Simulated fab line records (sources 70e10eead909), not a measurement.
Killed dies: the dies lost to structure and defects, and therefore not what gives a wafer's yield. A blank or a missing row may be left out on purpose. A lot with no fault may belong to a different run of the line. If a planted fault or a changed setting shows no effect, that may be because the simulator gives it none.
Which tool is to blame? / flow nand_harc / Sampling: 14 lots, 42 wafers, 4 of 1302 route steps

WHAT EACH GAUGE READ, for each wafer
The record lacks any reading of a measuring or inspecting step that a usual standard deviation could be used to judge.

TOOL THAT RAN EACH LOT (tool first, then ch and the chambers of the sampled wafers, then the start)
lot=L850; NHARC_A_SLIT_ETCH_15=rie_diel-02 ch 2,3, day 20 23:26 or earlier; NHARC_A_WL_FILL_RTA_01=rtp_anneal-02 ch 0, day 20 23:26; NHARC_A_WL_FILL_ETCHBACK_16=rie_diel-07 ch 0,1,3, day 21 13:11; NHARC_A_WL_FILL_STRIP_29=rie_diel-07 ch 0,2,3, day 21 13:16
lot=L852; NHARC_A_SLIT_ETCH_15=rie_diel-06 ch 0,2,3, day 21 03:35 or earlier; NHARC_A_WL_FILL_RTA_01=rtp_anneal-02 ch 0, day 21 03:35; NHARC_A_WL_FILL_ETCHBACK_16=rie_diel-05 ch 0,2,3, day 21 13:11; NHARC_A_WL_FILL_STRIP_29=rie_diel-05 ch 0,1,3, day 21 13:17
lot=L851; NHARC_A_SLIT_ETCH_15=rie_diel-11 ch 0,2,3, day 21 07:17 or earlier; NHARC_A_WL_FILL_RTA_01=rtp_anneal-02 ch 0, day 21 07:17; NHARC_A_WL_FILL_ETCHBACK_16=rie_diel-05 ch 1,2,3, day 21 18:44; NHARC_A_WL_FILL_STRIP_29=rie_diel-05 ch 0,2,3, day 21 18:50
lot=L854; NHARC_A_SLIT_ETCH_15=rie_diel-11 ch 1,2,3, day 22 04:35 or earlier; NHARC_A_WL_FILL_RTA_01=rtp_anneal-01 ch 0, day 22 04:35; NHARC_A_WL_FILL_ETCHBACK_16=rie_diel-07 ch 0,2, day 22 15:50; NHARC_A_WL_FILL_STRIP_29=rie_diel-07 ch 0,1,3, day 22 15:57
lot=L855; NHARC_A_SLIT_ETCH_15=rie_diel-06 ch 0,1, day 23 01:48 or earlier; NHARC_A_WL_FILL_RTA_01=rtp_anneal-01 ch 0, day 23 01:48; NHARC_A_WL_FILL_ETCHBACK_16=rie_diel-09 ch 0,2, day 23 13:10; NHARC_A_WL_FILL_STRIP_29=rie_diel-09 ch 1,2,3, day 23 13:16
lot=L856; NHARC_A_SLIT_ETCH_15=rie_diel-02 ch 0,3, day 23 09:00 or earlier; NHARC_A_WL_FILL_RTA_01=rtp_anneal-01 ch 0, day 23 09:00; NHARC_A_WL_FILL_ETCHBACK_16=rie_diel-05 ch 1,2,3, day 23 21:21; NHARC_A_WL_FILL_STRIP_29=rie_diel-05 ch 1,2,3, day 23 21:27
lot=L858; NHARC_A_SLIT_ETCH_15=rie_diel-06 ch 2,3, day 25 05:28 or earlier; NHARC_A_WL_FILL_RTA_01=rtp_anneal-01 ch 0, day 25 05:28; NHARC_A_WL_FILL_ETCHBACK_16=rie_diel-09 ch 1,2,3, day 25 17:13; NHARC_A_WL_FILL_STRIP_29=rie_diel-09 ch 1,2,3, day 25 17:17
lot=L861; NHARC_A_SLIT_ETCH_15=rie_diel-11 ch 0,1,3, day 25 16:47 or earlier; NHARC_A_WL_FILL_RTA_01=rtp_anneal-02 ch 0, day 25 16:47; NHARC_A_WL_FILL_ETCHBACK_16=rie_diel-09 ch 1,2,3, day 26 06:23; NHARC_A_WL_FILL_STRIP_29=rie_diel-09 ch 1,2, day 26 06:28
lot=L868; NHARC_A_SLIT_ETCH_15=rie_diel-11 ch 0,1,2, day 28 13:40 or earlier; NHARC_A_WL_FILL_RTA_01=rtp_anneal-01 ch 0, day 28 13:40; NHARC_A_WL_FILL_ETCHBACK_16=rie_diel-07 ch 0,1,2, day 29 03:01; NHARC_A_WL_FILL_STRIP_29=rie_diel-07 ch 0,1,3, day 29 03:07
lot=L867; NHARC_A_SLIT_ETCH_15=rie_diel-02 ch 0,2,3, day 28 13:33 or earlier; NHARC_A_WL_FILL_RTA_01=rtp_anneal-01 ch 0, day 28 13:33; NHARC_A_WL_FILL_ETCHBACK_16=rie_diel-09 ch 0,2, day 29 01:08; NHARC_A_WL_FILL_STRIP_29=rie_diel-09 ch 0,2,3, day 29 01:14
lot=L869; NHARC_A_SLIT_ETCH_15=rie_diel-06 ch 0,1, day 28 17:47 or earlier; NHARC_A_WL_FILL_RTA_01=rtp_anneal-02 ch 0, day 28 17:47; NHARC_A_WL_FILL_ETCHBACK_16=rie_diel-07 ch 0,1,2, day 29 06:36; NHARC_A_WL_FILL_STRIP_29=rie_diel-07 ch 0,2,3, day 29 06:41
lot=L871; NHARC_A_SLIT_ETCH_15=rie_diel-02 ch 0,1,3, day 29 10:25 or earlier; NHARC_A_WL_FILL_RTA_01=rtp_anneal-02 ch 0, day 29 10:25; NHARC_A_WL_FILL_ETCHBACK_16=rie_diel-05 ch 0,1,2, day 29 23:04; NHARC_A_WL_FILL_STRIP_29=rie_diel-05 ch 2,3, day 29 23:10
lot=L870; NHARC_A_SLIT_ETCH_15=rie_diel-06 ch 0,1,3, day 29 23:16 or earlier; NHARC_A_WL_FILL_RTA_01=rtp_anneal-01 ch 0, day 29 23:16; NHARC_A_WL_FILL_ETCHBACK_16=rie_diel-07 ch 1,2,3, day 30 11:01; NHARC_A_WL_FILL_STRIP_29=rie_diel-07 ch 1,2,3, day 30 11:08
lot=L872; NHARC_A_SLIT_ETCH_15=rie_diel-11 ch 0,1,3, day 30 18:00 or earlier; NHARC_A_WL_FILL_RTA_01=rtp_anneal-01 ch 0, day 30 18:00; NHARC_A_WL_FILL_ETCHBACK_16=rie_diel-05 ch 2,3, day 31 05:13; NHARC_A_WL_FILL_STRIP_29=rie_diel-05 ch 0,1,2, day 31 05:19
- NHARC_A_SLIT_ETCH_15: etches the open film in O2/COS, target depth 6200 nm, time 1612 s.
- NHARC_A_WL_FILL_RTA_01: time 5 s.
- NHARC_A_WL_FILL_ETCHBACK_16: etches the open film in C4F8/O2/Ar, target depth 120 nm, time 24 s.
- NHARC_A_WL_FILL_STRIP_29: strips in O2, time 20 s.

WHAT THE TOOLS THEMSELVES READ (means of the sampled wafers that have a number; where no wafer has one, the mark that the record gives instead)
NHARC_A_SLIT_ETCH_15.
lot=L850; tool=rie_diel-02; bias_w (W)=299.9; drypump_motor_current_A (A)=5.8; oes_product_au (a.u.)=1.002; rf_vpp_V (V)=312.6; showerhead_plenum_p_Torr (Torr)=2.99; throttle_valve_pct (%)=28.324
lot=L852; tool=rie_diel-06; bias_w (W)=301.2; drypump_motor_current_A (A)=5.9; oes_product_au (a.u.)=0.989; rf_vpp_V (V)=314.2; showerhead_plenum_p_Torr (Torr)=3.10; throttle_valve_pct (%)=28.326
lot=L851; tool=rie_diel-11; bias_w (W)=299.8; drypump_motor_current_A (A)=5.7; oes_product_au (a.u.)=1.003; rf_vpp_V (V)=315.0; showerhead_plenum_p_Torr (Torr)=3.16; throttle_valve_pct (%)=28.333
lot=L854; tool=rie_diel-11; bias_w (W)=298.9; drypump_motor_current_A (A)=5.5; oes_product_au (a.u.)=0.998; rf_vpp_V (V)=313.4; showerhead_plenum_p_Torr (Torr)=3.10; throttle_valve_pct (%)=28.327
lot=L855; tool=rie_diel-06; bias_w (W)=300.0; drypump_motor_current_A (A)=5.5; oes_product_au (a.u.)=1.002; rf_vpp_V (V)=314.4; showerhead_plenum_p_Torr (Torr)=3.13; throttle_valve_pct (%)=28.335
lot=L856; tool=rie_diel-02; bias_w (W)=300.0; drypump_motor_current_A (A)=5.9; oes_product_au (a.u.)=0.995; rf_vpp_V (V)=313.9; showerhead_plenum_p_Torr (Torr)=3.08; throttle_valve_pct (%)=28.331
lot=L858; tool=rie_diel-06; bias_w (W)=300.2; drypump_motor_current_A (A)=6.2; oes_product_au (a.u.)=0.998; rf_vpp_V (V)=313.3; showerhead_plenum_p_Torr (Torr)=3.05; throttle_valve_pct (%)=28.321
lot=L861; tool=rie_diel-11; bias_w (W)=300.6; drypump_motor_current_A (A)=5.6; oes_product_au (a.u.)=1.012; rf_vpp_V (V)=314.3; showerhead_plenum_p_Torr (Torr)=3.15; throttle_valve_pct (%)=28.320
lot=L868; tool=rie_diel-11; bias_w (W)=300.5; drypump_motor_current_A (A)=6.1; oes_product_au (a.u.)=0.999; rf_vpp_V (V)=314.3; showerhead_plenum_p_Torr (Torr)=3.12; throttle_valve_pct (%)=28.320
lot=L867; tool=rie_diel-02; bias_w (W)=300.6; drypump_motor_current_A (A)=5.9; oes_product_au (a.u.)=0.993; rf_vpp_V (V)=312.6; showerhead_plenum_p_Torr (Torr)=3.03; throttle_valve_pct (%)=28.334
lot=L869; tool=rie_diel-06; bias_w (W)=299.2; drypump_motor_current_A (A)=5.7; oes_product_au (a.u.)=0.992; rf_vpp_V (V)=313.1; showerhead_plenum_p_Torr (Torr)=3.09; throttle_valve_pct (%)=28.334
lot=L871; tool=rie_diel-02; bias_w (W)=300.3; drypump_motor_current_A (A)=5.9; oes_product_au (a.u.)=0.998; rf_vpp_V (V)=312.9; showerhead_plenum_p_Torr (Torr)=3.04; throttle_valve_pct (%)=28.328
lot=L870; tool=rie_diel-06; bias_w (W)=299.8; drypump_motor_current_A (A)=5.6; oes_product_au (a.u.)=0.995; rf_vpp_V (V)=313.6; showerhead_plenum_p_Torr (Torr)=3.11; throttle_valve_pct (%)=28.335
lot=L872; tool=rie_diel-11; bias_w (W)=300.7; drypump_motor_current_A (A)=5.6; oes_product_au (a.u.)=0.997; rf_vpp_V (V)=314.1; showerhead_plenum_p_Torr (Torr)=3.14; throttle_valve_pct (%)=28.323

NHARC_A_WL_FILL_RTA_01.
lot=L850; tool=rtp_anneal-02; lamp_power_pct (%)=25.6; lamp_zone_3_pct (%)=25.6; lamp_zone_7_pct (%)=26.0; wafer_temp_C_max=1001.9
lot=L852; tool=rtp_anneal-02; lamp_power_pct (%)=25.5; lamp_zone_3_pct (%)=25.6; lamp_zone_7_pct (%)=26.0; wafer_temp_C_max=1002.2
lot=L851; tool=rtp_anneal-02; lamp_power_pct (%)=25.6; lamp_zone_3_pct (%)=25.6; lamp_zone_7_pct (%)=26.0; wafer_temp_C_max=1002.8
lot=L854; tool=rtp_anneal-01; lamp_power_pct (%)=29.4; lamp_zone_3_pct (%)=29.4; lamp_zone_7_pct (%)=29.8; wafer_temp_C_max=1003.6
lot=L855; tool=rtp_anneal-01; lamp_power_pct (%)=29.3; lamp_zone_3_pct (%)=29.4; lamp_zone_7_pct (%)=29.8; wafer_temp_C_max=1004.3
lot=L856; tool=rtp_anneal-01; lamp_power_pct (%)=29.4; lamp_zone_3_pct (%)=29.4; lamp_zone_7_pct (%)=29.9; wafer_temp_C_max=1004.8
lot=L858; tool=rtp_anneal-01; lamp_power_pct (%)=29.4; lamp_zone_3_pct (%)=29.3; lamp_zone_7_pct (%)=29.8; wafer_temp_C_max=1003.8
lot=L861; tool=rtp_anneal-02; lamp_power_pct (%)=25.6; lamp_zone_3_pct (%)=25.6; lamp_zone_7_pct (%)=26.0; wafer_temp_C_max=1002.5
lot=L868; tool=rtp_anneal-01; lamp_power_pct (%)=29.3; lamp_zone_3_pct (%)=29.3; lamp_zone_7_pct (%)=29.8; wafer_temp_C_max=1004.8
lot=L867; tool=rtp_anneal-01; lamp_power_pct (%)=29.4; lamp_zone_3_pct (%)=29.4; lamp_zone_7_pct (%)=29.8; wafer_temp_C_max=1004.6
lot=L869; tool=rtp_anneal-02; lamp_power_pct (%)=25.6; lamp_zone_3_pct (%)=25.6; lamp_zone_7_pct (%)=26.0; wafer_temp_C_max=1001.5
lot=L871; tool=rtp_anneal-02; lamp_power_pct (%)=25.5; lamp_zone_3_pct (%)=25.6; lamp_zone_7_pct (%)=25.9; wafer_temp_C_max=1002.3
lot=L870; tool=rtp_anneal-01; lamp_power_pct (%)=29.4; lamp_zone_3_pct (%)=29.3; lamp_zone_7_pct (%)=29.8; wafer_temp_C_max=1004.0
lot=L872; tool=rtp_anneal-01; lamp_power_pct (%)=29.4; lamp_zone_3_pct (%)=29.4; lamp_zone_7_pct (%)=29.8; wafer_temp_C_max=1004.2

NHARC_A_WL_FILL_ETCHBACK_16.
lot=L850; tool=rie_diel-07; bias_w (W)=800.1; oes_product_au (a.u.)=1.005; rf_vpp_V (V)=726; run_length_s (s)=45.1
lot=L852; tool=rie_diel-05; bias_w (W)=799.2; oes_product_au (a.u.)=0.962; rf_vpp_V (V)=723; run_length_s (s)=45.6
lot=L851; tool=rie_diel-05; bias_w (W)=799.1; oes_product_au (a.u.)=0.992; rf_vpp_V (V)=722; run_length_s (s)=45.2
lot=L854; tool=rie_diel-07; bias_w (W)=797.1; oes_product_au (a.u.)=1.000; rf_vpp_V (V)=723; run_length_s (s)=44.9
lot=L855; tool=rie_diel-09; bias_w (W)=800.8; oes_product_au (a.u.)=1.006; rf_vpp_V (V)=717; run_length_s (s)=45.2
lot=L856; tool=rie_diel-05; bias_w (W)=800.8; oes_product_au (a.u.)=0.997; rf_vpp_V (V)=722; run_length_s (s)=45.3
lot=L858; tool=rie_diel-09; bias_w (W)=-; oes_product_au (a.u.)=1.000; rf_vpp_V (V)=722; run_length_s (s)=27.0
lot=L861; tool=rie_diel-09; bias_w (W)=-; oes_product_au (a.u.)=0.983; rf_vpp_V (V)=721; run_length_s (s)=27.0
lot=L868; tool=rie_diel-07; bias_w (W)=799.5; oes_product_au (a.u.)=1.011; rf_vpp_V (V)=723; run_length_s (s)=44.9
lot=L867; tool=rie_diel-09; bias_w (W)=799.3; oes_product_au (a.u.)=1.004; rf_vpp_V (V)=719; run_length_s (s)=45.7
lot=L869; tool=rie_diel-07; bias_w (W)=800.6; oes_product_au (a.u.)=1.002; rf_vpp_V (V)=724; run_length_s (s)=45.2
lot=L871; tool=rie_diel-05; bias_w (W)=800.8; oes_product_au (a.u.)=0.966; rf_vpp_V (V)=721; run_length_s (s)=45.1
lot=L870; tool=rie_diel-07; bias_w (W)=801.0; oes_product_au (a.u.)=0.928; rf_vpp_V (V)=723; run_length_s (s)=45.0
lot=L872; tool=rie_diel-05; bias_w (W)=802.7; oes_product_au (a.u.)=1.004; rf_vpp_V (V)=723; run_length_s (s)=45.4

NHARC_A_WL_FILL_STRIP_29.
lot=L850; tool=rie_diel-07; drypump_motor_current_A (A)=5.6; oes_product_au (a.u.)=0.997; rf_vpp_V (V)=57.8; showerhead_plenum_p_Torr (Torr)=3.62; throttle_valve_pct (%)=17.036
lot=L852; tool=rie_diel-05; drypump_motor_current_A (A)=5.5; oes_product_au (a.u.)=0.998; rf_vpp_V (V)=57.1; showerhead_plenum_p_Torr (Torr)=3.38; throttle_valve_pct (%)=17.045
lot=L851; tool=rie_diel-05; drypump_motor_current_A (A)=5.7; oes_product_au (a.u.)=1.005; rf_vpp_V (V)=56.8; showerhead_plenum_p_Torr (Torr)=3.48; throttle_valve_pct (%)=17.033
lot=L854; tool=rie_diel-07; drypump_motor_current_A (A)=6.0; oes_product_au (a.u.)=1.010; rf_vpp_V (V)=57.4; showerhead_plenum_p_Torr (Torr)=3.60; throttle_valve_pct (%)=17.038
lot=L855; tool=rie_diel-09; drypump_motor_current_A (A)=5.2; oes_product_au (a.u.)=1.010; rf_vpp_V (V)=57.1; showerhead_plenum_p_Torr (Torr)=3.48; throttle_valve_pct (%)=17.035
lot=L856; tool=rie_diel-05; drypump_motor_current_A (A)=5.9; oes_product_au (a.u.)=0.987; rf_vpp_V (V)=57.7; showerhead_plenum_p_Torr (Torr)=3.50; throttle_valve_pct (%)=17.035
lot=L858; tool=rie_diel-09; drypump_motor_current_A (A)=5.2; oes_product_au (a.u.)=0.997; rf_vpp_V (V)=57.4; showerhead_plenum_p_Torr (Torr)=3.48; throttle_valve_pct (%)=17.035
lot=L861; tool=rie_diel-09; drypump_motor_current_A (A)=5.3; oes_product_au (a.u.)=1.003; rf_vpp_V (V)=58.5; showerhead_plenum_p_Torr (Torr)=3.52; throttle_valve_pct (%)=17.037
lot=L868; tool=rie_diel-07; drypump_motor_current_A (A)=6.0; oes_product_au (a.u.)=1.009; rf_vpp_V (V)=58.2; showerhead_plenum_p_Torr (Torr)=3.60; throttle_valve_pct (%)=17.047
lot=L867; tool=rie_diel-09; drypump_motor_current_A (A)=5.2; oes_product_au (a.u.)=1.001; rf_vpp_V (V)=57.4; showerhead_plenum_p_Torr (Torr)=3.41; throttle_valve_pct (%)=17.035
lot=L869; tool=rie_diel-07; drypump_motor_current_A (A)=5.5; oes_product_au (a.u.)=0.998; rf_vpp_V (V)=57.8; showerhead_plenum_p_Torr (Torr)=3.62; throttle_valve_pct (%)=17.041
lot=L871; tool=rie_diel-05; drypump_motor_current_A (A)=5.7; oes_product_au (a.u.)=1.010; rf_vpp_V (V)=58.4; showerhead_plenum_p_Torr (Torr)=3.52; throttle_valve_pct (%)=17.033
lot=L870; tool=rie_diel-07; drypump_motor_current_A (A)=5.9; oes_product_au (a.u.)=0.999; rf_vpp_V (V)=57.2; showerhead_plenum_p_Torr (Torr)=3.51; throttle_valve_pct (%)=17.046
lot=L872; tool=rie_diel-05; drypump_motor_current_A (A)=5.9; oes_product_au (a.u.)=1.001; rf_vpp_V (V)=57.4; showerhead_plenum_p_Torr (Torr)=3.45; throttle_valve_pct (%)=17.035

THE ANSWER, worked out from the rows above alone
Rule: the lots themselves supply what counts as usual. The widest of any qualifying gaps counts: lots, ordered by their means at a reading, are off when they make up no more than a third of the lots, leave a main group of 4 or more, and stand apart from it by 3 or more times the standard deviation of that group's means. A main group is skipped when, at the precision printed for the reading in the tables above, its means are all equal. Also off: a lot with no number at a reading for which 4 or more lots have one. All remaining lots with rows at the step are treated as sound. First the gauges in route order, then the tools' own readings, where a lot's mean is used as printed above. The first step at which some lot is off is used, and at that step the reading that is off furthest; a lot without a number counts as furthest.
Off: L858, L861, at NHARC_A_WL_FILL_ETCHBACK_16 (bias_w). Without a number there: L858, L861. The main group: mean 800.1 W, standard deviation 1.3.
A tool fits if, at that step or a process step before it, it ran every lot that is off, and no sound lot after the first of them. With no start given for some of its lots, NHARC_A_SLIT_ETCH_15 uses the hours and lot order of NHARC_A_WL_FILL_RTA_01. No candidate that was tried fits.

WHAT HAD BEEN PUT IN BY THE SIMULATOR
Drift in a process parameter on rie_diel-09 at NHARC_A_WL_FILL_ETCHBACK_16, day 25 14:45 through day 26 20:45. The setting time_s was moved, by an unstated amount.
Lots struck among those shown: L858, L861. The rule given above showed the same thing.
